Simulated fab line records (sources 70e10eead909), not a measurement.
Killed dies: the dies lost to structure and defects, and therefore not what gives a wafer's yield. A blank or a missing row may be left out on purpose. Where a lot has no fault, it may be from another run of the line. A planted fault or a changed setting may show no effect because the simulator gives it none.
Code-filled problem report in 8D (eight disciplines) form + flow nandHarc + the parts of the form that need people (team, actions taken, sign-off) are left out

== 1. WHAT WENT WRONG ==
Wafers without a fault read 999 nm, standard deviation 7.2; thkNm at NHARC_A_ONON_D1_THK_MEAS_27 reads a mean of 1398 nm on 4 wafers belonging to 3 lots. Relative to the usual mean, that is a shift of +55 standard deviations.
The step: measures by ellipsometry.
First observed at day 12 06:04: wafer L909.1, on filmMetro-01. The record holds 42 wafers of 15 lots with a number at this step. The rule behind "out" and "out of limits": a value lying over 4 standard deviations away from the usual mean. The other wafers with a number count as sound.

== 2. WHAT IT IS; WHAT IT IS NOT ==
| question                    | is                             | is not                                                                    |
|-----------------------------|--------------------------------|---------------------------------------------------------------------------|
| which readings at this step | thkNm                          | -                                                                         |
| which lots                  | L907, L909, L911               | L891, L892, L893, L894, L895, L897, L898, L900, L901, L902, L904, L913    |
| which wafers of those lots  | L907.6, L909.1, L911.1, L911.6 | L907.5, L909.3                                                            |
| read on which gauges        | filmMetro-01, filmMetro-02     | -                                                                         |
| when                        | from day 12 06:04              | up to then (34 sound wafers); but 4 sound wafers of L907, L913 came after |

== 3. SUSPECTS, AND WHAT RULES EACH OUT ==
Counting: if a tool at a process step up to the reading ran every lot that is out, it stays a suspect. Sound lots after the first of them don't rule it out here, since some wafers of a struck lot are sound.
- the gauge at NHARC_A_ONON_D1_THK_MEAS_27 is ruled out. 2 gauges (filmMetro-01, filmMetro-02) read the wafers that are out.
- pecvdOnon-01 at NHARC_A_ONON_D1_DEP_25 (target thk 1000 nm): kept. Ran every lot that is out, first one L909 (day 12 05:33); last sound lot up to then L901 (day 10 17:20).
Remaining after the count: pecvdOnon-01 at NHARC_A_ONON_D1_DEP_25.

== 4. THE CAUSE (what the simulator had put in) ==
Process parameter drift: pecvdOnon-01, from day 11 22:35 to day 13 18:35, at NHARC_A_ONON_D1_DEP_25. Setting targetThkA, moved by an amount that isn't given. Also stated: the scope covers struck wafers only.
Only this tool survived the counting.

== 5. THE CHAIN OF EFFECTS, in route order ==
Each row: a reading whose mean over the struck wafers that have a number lies more than 3 standard deviations from the usual. Only readings for which the record gives a usual standard deviation are gone through. hours: the time from each lot's start at the first step in this table that gives one to its start at this step, as a median over the lots. sigmas: the change in usual standard deviations.
| hours | step                        | reading       | usual  | on struck wafers | change | sigmas |
|-------|-----------------------------|---------------|--------|------------------|--------|--------|
| 0     | NHARC_A_ONON_D1_THK_MEAS_27 | thkNm         | 999 nm | 1398             | +399   | +55    |
| 287   | NHARC_END_SORT_01           | killedAtArray | 30     | 673              | +643   | +64    |
| 287   | NHARC_END_SORT_01           | killedDies    | 34     | 677              | +643   | +58    |
Later steps that measure or inspect, where all struck wafers having a row at the step show a number for every such reading and not one has moved that far: NHARC_A_ONON_D1_INSPECT_32.

== 6. HOW IT WOULD HAVE BEEN CAUGHT EARLIER ==
The first out-of-limits reading at a measuring or inspecting step in this record came at day 12 06:04, 7 hours after the fault's start at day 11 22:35.
Among the 3 lots that are out, L907, L911 began NHARC_A_ONON_D1_DEP_25 on pecvdOnon-01 after day 12 06:04. A hold on the tool at that time would have spared those 2.
